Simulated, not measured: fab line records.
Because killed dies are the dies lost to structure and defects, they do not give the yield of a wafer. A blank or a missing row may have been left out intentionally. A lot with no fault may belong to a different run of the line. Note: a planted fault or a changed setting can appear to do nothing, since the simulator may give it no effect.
Comparing a struck lot with a sound one :: flow n5-finfet :: 18 out of 1938 route steps
Sound: wafers L833.1, L833.2, L833.6. Struck: wafer L846.4 (left out: L846.3, a lot-mate that was not struck); the cause follows at the end.
Each step with rows lists, per side, the tool, then ch with its chambers, then its first start. Under that, the readings that differ: sound wafers :: struck wafers :: difference of the means :: sigmas: that difference in standard deviations of wafers without a fault.
alike: readings with means less than 2 such deviations apart, plus words and numbers identical on both sides. not compared: withheld readings, readings lacking a value on some wafer, bounds such as >300 that could conceal the same value, and numbers that have no deviation in the record and whose values overlap.
Wherever a step has rows on one side only, a row that says differs or no value, or a row with sigmas, the two part there. When numbers do not overlap yet have no deviation, they are printed without sigmas and do not part them. A reading missing from all wafers of one side parts the sides only when that side holds two or more wafers.

first, 7 steps without rows for these wafers: N5_BEOL_M8_COAT_60 (time 60 s, resist thk 35 nm); N5_BEOL_M8_COAT_05 (resist thk 90 nm); N5_BEOL_M8_EBR_07; N5_BEOL_M8_SOFTBAKE_06 (time 60 s); N5_BEOL_M8_EXPOSE_08 (exposes mask M8); N5_BEOL_M8_PEB_09 (peb time 60 s); N5_BEOL_M8_DEVELOP_10 (develop time 30 s).
N5_BEOL_M8_CD_MEAS_11 targets a cd of 38.5 nm.
  sound on cd-sem-01 ch 0, day 9 19:01; struck on cd-sem-03 ch 0, day 13 05:46
  alike: cd-nm
N5_BEOL_M8_OVL_MEAS_12:
  sound on overlay-02 ch 0, day 9 19:03; struck on overlay-02 ch 0, day 13 05:47
  alike: M8_OVL
N5_BEOL_M8_INSPECT_13: inspects for defects (brightfield).
  sound on defect-inspect-02 at day 9 19:04; struck on defect-inspect-01 at day 13 05:49
  alike: raw-defect-count
N5_BEOL_M8_DESCUM_16: chemistry O2, time 7.9 s.
  sound on rie-diel-05 ch 0,3, day 9 19:13; struck on rie-diel-06 ch 1, day 13 05:51
  alike: drypump-motor-current-A, oes-product-au, rf-vpp-V, showerhead-plenum-p-Torr, throttle-valve-pct
  not compared: rf-hours-counter-h
N5_BEOL_M8_ETCH_61: etches SiARC in CF4, target depth 45.5 nm, time 75.8 s.
  sound on rie-diel-05 ch 0,3, day 9 19:15; struck on rie-diel-06 ch 1, day 13 05:53
  alike: drypump-motor-current-A, etch-rf-on-time-s, oes-product-au, rf-vpp-V, showerhead-plenum-p-Torr, throttle-valve-pct
  not compared: rf-hours-counter-h
N5_BEOL_M8_ETCH_62: etches SOC in N2/H2, target depth 110 nm, overetch 22 nm, time 165 s.
  sound on rie-diel-05 ch 0,3, day 9 19:19; struck on rie-diel-06 ch 1, day 13 05:56
reading: model.SiARC_of_BEOL_M8_COAT_60.thk-nm (nm)
sound: 29 28.2 28.2
struck: 27
difference: -1
sigmas: 
  alike: drypump-motor-current-A, oes-product-au, rf-vpp-V, showerhead-plenum-p-Torr, throttle-valve-pct
  not compared: rf-hours-counter-h
then, 1 step without rows for these wafers: N5_BEOL_M8_STRIP_68 (strips in N2/H2).
N5_BEOL_M8_STRIP_67: strips in CF4.
  sound on rie-diel-05 ch 0,3, day 9 19:28; struck on rie-diel-06 ch 1, day 13 06:05
  alike: drypump-motor-current-A, oes-product-au, rf-vpp-V, showerhead-plenum-p-Torr, throttle-valve-pct
  not compared: rf-hours-counter-h
N5_BEOL_M8_HM_OPEN_17: chemistry Cl2/BCl3, target TiN, target depth 20 nm, overetch 6 nm.
  sound on rie-metal-03 ch 0,1, day 9 19:30; struck on rie-metal-01 ch 0, day 13 06:11
reading: oes-product-au (a.u.)
sound: 0.68 0.64 0.65
struck: 0.58
difference: -0.08
sigmas: -2

reading: model.etch.depth-nm (nm)
sound: 19.88 19.64 20.3
struck: 16.12
difference: -3.82
sigmas: 
  alike: drypump-motor-current-A, throttle-valve-pct
  not compared: rf-hours-counter-h
N5_BEOL_M8_STRIP_19: strips in O2.
  sound on rie-diel-06 ch 0,1,3, day 9 19:37; struck on rie-diel-03 ch 0, day 13 06:19
  alike: drypump-motor-current-A, oes-product-au, rf-vpp-V, showerhead-plenum-p-Torr, throttle-valve-pct
  not compared: rf-hours-counter-h
-- record jumps: 3 days separate the struck wafers' starts on either side; left off in module BEOL_M8, taken up again in module PASSIVATION, whose first shown step is the route's number 1936 --
N5_PASSIVATION_PROBE_49:
  the record has rows for the struck wafers here (prober-01, day 15 22:53) and none for the sound ones

WHERE THEY PART
Earliest at N5_BEOL_M8_HM_OPEN_17; latest, in this record, at N5_PASSIVATION_PROBE_49.

WHY: what the simulator had put in
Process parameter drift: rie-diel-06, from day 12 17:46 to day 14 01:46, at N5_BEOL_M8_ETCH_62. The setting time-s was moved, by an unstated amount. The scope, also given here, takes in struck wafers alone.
